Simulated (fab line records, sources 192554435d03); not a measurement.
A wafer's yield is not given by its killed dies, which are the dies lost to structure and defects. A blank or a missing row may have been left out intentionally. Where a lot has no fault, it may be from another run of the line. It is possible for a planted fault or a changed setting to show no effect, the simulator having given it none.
The tool behind it: which one? | flow n5_finfet | at 1 step of a route of 1938, 11 lots with 33 wafers sampled

## WHAT THE GAUGES READ, wafer by wafer
N5_BEOL_M1_CD_MEAS_35: target cd 18 nm, target cd y 21 nm.
lot  | measured     | on        | cd_nm (nm)
L392 | day 6 04:49  | cd_sem-03 | 17.5 17.8 18.0
L393 | day 6 09:31  | cd_sem-03 | 18.4 18.1 17.7
L394 | day 6 22:20  | cd_sem-01 | 17.5 17.6 17.7
L396 | day 7 03:21  | cd_sem-02 | 18.2 18.1 18.2
L400 | day 8 07:56  | cd_sem-01 | 17.4 17.7 17.8
L401 | day 8 13:20  | cd_sem-03 | 17.3 17.4 17.5
L403 | day 8 20:27  | cd_sem-01 | 17.2 17.4 17.8
L405 | day 9 16:12  | cd_sem-02 | 18.0 17.9 17.8
L410 | day 11 05:47 | cd_sem-03 | 18.2 18.4 18.6
L412 | day 11 10:07 | cd_sem-02 | 18.3 18.0 18.1
L413 | day 11 13:48 | cd_sem-02 | 17.9 18.5 18.0

## TOOL THAT RAN EACH LOT (tool first, then ch and the chambers of the sampled wafers, then the start)
Record: no process step prior to these readings.

## THE ANSWER, worked out from the rows above alone
Rule: the lots themselves supply what counts as usual. Put in order of their means at a reading, lots are off if they are a third of the lots or fewer, leave a main group of 4 or more, and stand apart from it by a gap of 3 or more times the standard deviation of the main group's means; of several such gaps the widest counts. A main group whose means are all the same, to the digits that the tables above print for the reading, isn't used. A lot without any number at a reading at which 4 lots or more have one is off too. Any other lot the step has rows for is counted as sound.
No lot is off on any of the readings shown, so nothing can be concluded from this.

## WHAT WAS PUT IN BY THE SIMULATOR
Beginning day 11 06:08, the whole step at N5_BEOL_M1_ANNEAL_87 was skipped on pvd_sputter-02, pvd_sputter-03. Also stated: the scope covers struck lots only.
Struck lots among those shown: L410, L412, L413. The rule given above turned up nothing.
